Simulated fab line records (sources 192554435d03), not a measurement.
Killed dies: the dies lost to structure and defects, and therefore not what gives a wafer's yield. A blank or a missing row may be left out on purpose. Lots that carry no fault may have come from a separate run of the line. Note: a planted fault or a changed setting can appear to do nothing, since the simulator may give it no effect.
The same fault as seen by 2 desks ; flow n5Finfet ; each desk holds nothing but its own numbers, with what lay behind them at the end

== METROLOGY DESK ==
Lot by lot, what the gauges showed, no matter which tool ran the lot: averages of those sampled wafers that carry a number. A lot is out of limits, marked OUT, if its mean lies more than 4 standard deviations from the usual mean; the brackets give that distance.
Columns: A = cdNm at N5_BEOL_M15_CD_MEAS_17, usual 361.3 nm; B = cdNm at N5_PASSIVATION_CD_MEAS_30, usual 4000.5 nm
lot;first seen here;A;B
L264;day 11 08:55;362.2;4001.9
L265;day 11 12:24;359.6;4000.6
L267;day 11 19:07;358.6;3999.0
L269;day 12 04:29;363.7;4001.0
L268;day 12 04:56;361.3;4000.9
L270;day 12 17:35;362.9;4000.0
L272;day 12 23:55;362.5;4000.0
L273;day 13 10:46;362.9;4001.8
L275;day 13 13:19;358.0;4000.3
L274;day 13 13:56;361.3;4002.4
L276;day 14 14:37;360.1;4001.0
L280;day 16 09:14;362.8;4001.1
L283;day 17 16:09;362.0;4001.5
This desk found nothing out of limits on any of the 13 lots.

== THE TOOL OWNER'S DESK: pvdSputter-01 ==
The tool's own readings at N5_BEOL_M4_SPUTTER_79 (material Cu, target thk 4.5 nm, time 8.29 s): means of the sampled wafers that have a number, for each lot that ran on this tool. A lot is out of limits, marked OUT, if its mean lies more than 4 standard deviations from the usual mean; the brackets give that distance.
Columns: A = substrateTempC at N5_BEOL_M4_SPUTTER_79, usual -20.01 C; B = throttleValvePct at N5_BEOL_M4_SPUTTER_79, usual 30.4 %
lot;first seen here;A;B
L265;day 8 01:52;-20.05;31.5
L267;day 8 06:19;-19.94;31.1
L269;day 9 00:03;-19.92;31.8
L275;day 10 01:17;-19.88;31.9
L274;day 10 03:08;-19.94;32.0
L280;day 12 18:51;-19.95;31.5
L283;day 13 22:14;-19.95;31.5
This desk found nothing out of limits on any of the 7 lots.

== TAKEN TOGETHER ==
From the metrology desk's view, nothing was out of limits.
The tool owner's desk saw nothing out of limits.

== WHAT THE SIMULATOR HAD INSERTED ==
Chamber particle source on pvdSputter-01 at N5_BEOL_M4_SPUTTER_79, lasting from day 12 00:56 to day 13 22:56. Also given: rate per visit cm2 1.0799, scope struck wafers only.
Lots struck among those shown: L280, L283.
